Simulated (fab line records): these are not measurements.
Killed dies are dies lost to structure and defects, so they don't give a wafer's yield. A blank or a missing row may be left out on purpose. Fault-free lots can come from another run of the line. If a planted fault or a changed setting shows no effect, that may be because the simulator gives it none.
A struck lot beside a sound one / flow n5_finfet / 14 steps out of a route of 1938
Sound: these wafers, L812.2, L812.3, L812.6. Wafers struck: L820.2, L820.3, L820.5. The cause is given at the end.
Order at every step that has rows: each side's tool, ch and its chambers, its first start. Under that, the readings that differ: sound wafers / struck wafers / difference of the means / sigmas: that difference in standard deviations of wafers without a fault.
alike: readings whose means differ by less than 2 such deviations, and words and numbers that are the same on both sides. not compared: withheld readings, readings that some wafer has no value for, bounds like >300 that may hide the same value, and numbers for which the record gives no deviation and whose values overlap.
The two part at a step that has a row with sigmas, a row that says differs or no value, or rows on one side only. Numbers that don't overlap but have no deviation are shown without sigmas and don't part them. Lack of a reading on every wafer of one side parts them only where that side has two or more wafers.

first, 9 steps without rows for these wafers: N5_BEOL_M1_EBR_24; N5_BEOL_M1_SOFTBAKE_23 (time 60 s); N5_BEOL_M1_EXPOSE_25 (exposes mask V0, defocus 5 nm, target cd 24 nm); N5_BEOL_M1_PEB_26 (peb time 60 s); N5_BEOL_M1_DEVELOP_27 (develop time 30 s); N5_BEOL_M1_DESCUM_33 (chemistry O2, time 7 s); N5_BEOL_M1_ETCH_77 (etches underlayer in N2/H2, target depth 6.5 nm, time 5.2 s); N5_BEOL_M1_ETCH_69 (etches SiARC in CF4, target depth 15.6 nm, time 26 s); N5_BEOL_M1_ALD_98 (deposits SiO2, target thk 2.5 nm, pulse time 1 s, co reactant pulse time 1 s).
N5_BEOL_M1_ETCHBACK_99: etches SiO2 in CHF3, target depth 5 nm, time 10.4 s.
  sound on rie_diel-02 ch 0,1, day 6 19:02; struck on rie_diel-02 ch 0,1,2, day 8 15:48
  no value came back on the struck wafers for any of 7 readings (CHF3_flow_sccm (sccm), bias_w (W) and others); on the sound wafers CHF3_flow_sccm (sccm) reads 12.00 12.06 12.02
reading=model.CAR-EUV_of_BEOL_M1_COAT_22.thk_nm (nm); sound=10.4 10.4 10.4; struck=11.2 11.2 11.2; difference=+0.8; sigmas=
  not compared: rf_hours_counter_h
N5_BEOL_M1_ETCH_70: etches SOC in N2/H2, target depth 80 nm, overetch 16 nm, time 120 s.
  sound on rie_diel-02 ch 0,1, day 6 19:04; struck on rie_diel-02 ch 0,1,2, day 8 15:50
reading=oes_product_au (a.u.); sound=0.69 0.63 0.63; struck=0.32 0.30 0.31; difference=-0.34; sigmas=-8
  alike: drypump_motor_current_A, h2_flow_sccm, rf_vpp_V, showerhead_plenum_p_Torr, throttle_valve_pct
  not compared: rf_hours_counter_h
then, 1 step without rows for these wafers: N5_BEOL_M1_STRIP_71 (strips in N2/H2).
N5_BEOL_M4_RC_MEAS_101:
  the record has rows for the sound wafers here (prober-01 ch 0, day 9 09:25) and none for the struck ones
-- a jump in the record: the struck wafers' starts before and after are 7 days apart (it breaks off in module BEOL_M4 and resumes in module PASSIVATION, where the first step shown is number 1936 of the route) --
N5_PASSIVATION_PROBE_49:
  only the struck wafers here have rows in the record (prober-02, day 15 21:28); the sound ones have none

WHERE THEY PART
At N5_BEOL_M1_ETCHBACK_99 first; at N5_PASSIVATION_PROBE_49 last (within this record only).

WHY: whatever the simulator had introduced
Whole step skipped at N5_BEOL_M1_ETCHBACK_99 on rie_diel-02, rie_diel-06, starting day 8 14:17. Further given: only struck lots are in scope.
